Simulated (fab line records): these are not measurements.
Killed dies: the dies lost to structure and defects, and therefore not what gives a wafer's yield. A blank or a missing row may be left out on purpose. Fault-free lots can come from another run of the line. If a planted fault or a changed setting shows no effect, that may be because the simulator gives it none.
Matching of chambers | flow nand_harc | 4 sister chambers for NHARC_A_CONTACT_CMP_20 on cmp-03
The step polishes, t overpolish 30 s, target thk 300 nm. 8 wafers are shown with their chamber, then 7 later ones without.

== WAFERS, EACH WITH ITS CHAMBER ==
wafer  | chamber | motor_current_A (A) | time_to_endpoint_s (s)
L852.1 | 0       | 10.7                | 65
L857.2 | 1       | 12.1                | 58
L857.5 | 3       | 13.6                | 59
L856.3 | 1       | 12.0                | 57
L856.4 | 2       | 14.0                | 55
L856.6 | 2       | 13.8                | 59
L859.1 | 3       | 13.6                | 58
L859.3 | 0       | 11.5                | 62

== WAFERS WHOSE CHAMBER IS MISSING ==
wafer  | motor_current_A (A) | time_to_endpoint_s (s)
L859.6 | 13.7                | 59
L860.1 | 14.4                | 58
L860.3 | 10.8                | 64
L860.4 | 11.2                | 57
L862.3 | 14.4                | 58
L862.4 | 11.1                | 56
L862.5 | 11.7                | 58

== CHAMBER TAKEN BY EACH ==
wafer  | from the rows above     | in truth
L859.6 | can't be placed: 3 or 2 | 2
L860.1 | can't be placed: 2 or 3 | 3
L860.3 | 0                       | 0
L860.4 | can't be placed: 1 or 0 | 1
L862.3 | can't be placed: 2 or 3 | 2
L862.4 | can't be placed: 1 or 0 | 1
L862.5 | 1                       | 1
2 of 7 placed correctly. These rows do not allow placing 5 (true chamber among the candidates in 5). Wrongly placed: 0.
How it was worked out, from the rows above alone: a wafer's distance from a chamber is the root of the sum, over the readings, of the square of ((its reading less the chamber's mean) divided by the reading's scatter). The wafer belongs to the nearest chamber; if the next one is less than 2 further off, it can't be placed. A chamber's mean is the mean of its shown wafers. The scatter: take each reading less its chamber's mean, square it, sum over the shown wafers, divide by the number of wafers less the number of chambers, and take the root.
